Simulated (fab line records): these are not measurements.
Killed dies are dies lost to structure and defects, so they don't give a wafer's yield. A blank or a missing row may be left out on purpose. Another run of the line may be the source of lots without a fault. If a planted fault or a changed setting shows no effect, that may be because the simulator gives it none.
8D (eight disciplines) problem report, filled in by code -- flow n5 finfet -- the parts of the form that need people (team, actions taken, sign-off) are left out

1. THE ISSUE
Wafers free of any fault read 21.90 ohm/sq (standard deviation 0.27) for RS_SD_N at N5_SD_ACTIVATION_RS_MEAS_03, against a mean of 27.91 ohm/sq on 6 wafers of 2 lots. That is +22 standard deviations from the usual mean.
The step: measures by four-point-probe.
First seen on wafer L707.1, day 6 10:56, on film metro-01. The record has a number at this step for 27 wafers belonging to 9 lots. Rule for "out", or "out of limits": more than 4 standard deviations from the usual mean. Any other wafer with a number is counted as sound.

2. WHAT IT IS; WHAT IT IS NOT
question,is,is not
which readings at this step,RS_SD_N,RS_SD_P
which lots,"L707, L708","L695, L700, L702, L705, L712, L715, L718"
which wafers of those lots,all that have a number,-
read on which gauges,film metro-01,film metro-02
when,from day 6 10:56,"up to then (12 sound wafers); but 9 sound wafers of L712, L715, L718 came after"

3. SUSPECTS, AND WHAT RULES EACH OUT
Counting: a tool at any process step up to the reading remains a suspect when it ran all the lots that are out and ran no sound lot after the first of those.
- the gauge at N5_SD_ACTIVATION_RS_MEAS_03 is ruled out. All the wafers that are out were read on film metro-01, but those of them that N5_SD_ACTIVATION_LSA_01 has rows for are out there too, on other tools.
- laser anneal-01 at N5_SD_ACTIVATION_LSA_01 (time 0.0008 s): kept. All lots that are out passed through it, beginning with L707 at day 6 10:44, and no sound lot followed; its final sound lot before that point was L702 at day 5 06:55. On those wafers its own readings are out: wafer_temp_C_max.
Left after counting: laser anneal-01 at N5_SD_ACTIVATION_LSA_01.

4. THE CAUSE (what the simulator had put in)
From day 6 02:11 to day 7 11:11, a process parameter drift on laser anneal-01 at N5_SD_ACTIVATION_LSA_01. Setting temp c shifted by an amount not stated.
Only this tool survived the counting.

5. THE EFFECT CHAIN, in route order
Each row: a reading where the mean over the struck wafers with a number is more than 3 standard deviations away from the usual. Only readings whose record carries a usual standard deviation are examined. hours: median over the lots of the time between each lot's start at the first step of this table that gives one and its start at this step. sigmas: the change, counted in usual standard deviations.
hours,step,reading,usual,on struck wafers,change,sigmas
0,N5_SD_ACTIVATION_LSA_01,wafer_temp_C_max,1085.3,1023.6,-61.7,-56
0,N5_SD_ACTIVATION_RS_MEAS_03,RS_SD_N,21.90 ohm/sq,27.91,+6.01,+22
124,N5_BEOL_M4_RC_MEAS_101,RC_DENSE_N,18.8 ohm.um,23.0,+4.2,+12
124,N5_BEOL_M4_RC_MEAS_101,RC_N,15.35 ohm.um,18.88,+3.53,+13
124,N5_BEOL_M4_RC_MEAS_101,REXT_N,75.0 ohm.um,86.0,+11.0,+7.8
124,N5_BEOL_M4_RC_MEAS_101,RS_SD_N,28.4 ohm/sq,35.0,+6.6,+19
It contains these process steps:
- N5_SD_ACTIVATION_LSA_01: time 0.0008 s.
Later steps that measure or inspect, where all struck wafers having a row at the step show a number for every such reading and not one has moved that far: N5_ILD0_THK_MEAS_04.

6. HOW IT WOULD HAVE BEEN CAUGHT EARLIER
Counted from the fault's start at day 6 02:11, it took 9 hours until the first out-of-limits reading at a measuring or inspecting step in this record, taken at day 6 10:56.
Tool's own readings at N5_SD_ACTIVATION_LSA_01, wafer_temp_C_max: out on all struck wafers the step has rows for; an alarm limit on them would have tripped on the first.
Of the lots that are out (2), L708 began N5_SD_ACTIVATION_LSA_01 on laser anneal-01 after day 6 10:56. Holding the tool at that time would have saved it.
